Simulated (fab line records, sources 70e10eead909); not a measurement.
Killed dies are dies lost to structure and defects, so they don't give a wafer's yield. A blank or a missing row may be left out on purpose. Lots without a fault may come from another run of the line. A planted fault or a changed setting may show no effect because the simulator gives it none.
Chamber matching | flow nand_harc | NHARC_A_STAIRCASE_DESCUM_186 on rie_diel-07: 4 sister chambers
The step chemistry O2, time 3 s. 18 wafers are shown with their chamber, then 9 later ones without.

WAFERS WITH THEIR CHAMBER
wafer  | chamber | drypump_motor_current_A (A) | showerhead_plenum_p_Torr (Torr) | oes_product_au (a.u.)
L080.3 | 1       | 5.9                         | 1.89                            | 0.988
L080.5 | 1       | 5.9                         | 1.89                            | 0.983
L080.6 | 2       | 6.2                         | 1.99                            | 0.978
L081.1 | 1       | 5.8                         | 1.89                            | 0.985
L081.2 | 2       | 6.2                         | 1.99                            | 0.977
L081.3 | 3       | 4.9                         | 1.98                            | 0.999
L083.2 | 1       | 5.9                         | 1.88                            | 0.974
L083.4 | 2       | 6.1                         | 1.99                            | 0.970
L083.6 | 1       | 5.9                         | 1.88                            | 0.978
L084.2 | 2       | 6.1                         | 1.99                            | 0.989
L084.4 | 0       | 6.3                         | 1.82                            | 0.992
L084.6 | 1       | 5.9                         | 1.88                            | 0.978
L087.2 | 1       | 5.9                         | 1.88                            | 0.991
L087.5 | 3       | 4.9                         | 1.97                            | 0.994
L087.6 | 2       | 6.2                         | 1.98                            | 1.007
L090.3 | 0       | 6.3                         | 1.82                            | 0.993
L090.4 | 1       | 5.9                         | 1.88                            | 0.991
L090.5 | 2       | 6.2                         | 1.98                            | 1.002

SIGNATURES (means of the wafers above)
reading                  | chamber 0 | chamber 1 | chamber 2 | chamber 3 | scatter within a chamber
drypump_motor_current_A  | 6.300     | 5.888     | 6.167     | 4.900     | 0.0397
showerhead_plenum_p_Torr | 1.8200    | 1.8837    | 1.9867    | 1.9750    | 0.00515
oes_product_au           | 0.99250   | 0.98350   | 0.98717   | 0.99650   | 0.00999
Rule: a wafer's distance from a chamber is the root of the sum, over the readings, of the square of ((its reading less the chamber's mean) divided by the reading's scatter). The wafer belongs to the nearest chamber; if the next one is less than 2 further off, it can't be placed. The scatter: the root of (the sum of the squares of (reading less its chamber's mean) over the shown wafers, divided by (wafers less chambers)).

WAFERS WITHOUT THEIR CHAMBER
wafer  | drypump_motor_current_A (A) | showerhead_plenum_p_Torr (Torr) | oes_product_au (a.u.)
L091.2 | 6.2                         | 1.98                            | 0.996
L091.3 | 6.3                         | 1.82                            | 0.997
L091.6 | 6.3                         | 1.82                            | 0.988
L096.3 | 6.2                         | 1.97                            | 1.012
L096.5 | 5.9                         | 1.87                            | 1.004
L096.6 | 6.2                         | 1.97                            | 1.002
L097.3 | 4.9                         | 1.96                            | 0.997
L097.4 | 6.2                         | 1.97                            | 1.001
L097.6 | 6.2                         | 1.97                            | 1.004

WHICH CHAMBER EACH WENT THROUGH
wafer  | from the rows above | in truth
L091.2 | 2                   | 2
L091.3 | 0                   | 0
L091.6 | 0                   | 0
L096.3 | 2                   | 2
L096.5 | 1                   | 1
L096.6 | 2                   | 2
L097.3 | 3                   | 3
L097.4 | 2                   | 2
L097.6 | 2                   | 2
Placed correctly: 9 of 9. Can't be placed from these rows: 0. Placed wrongly: 0.
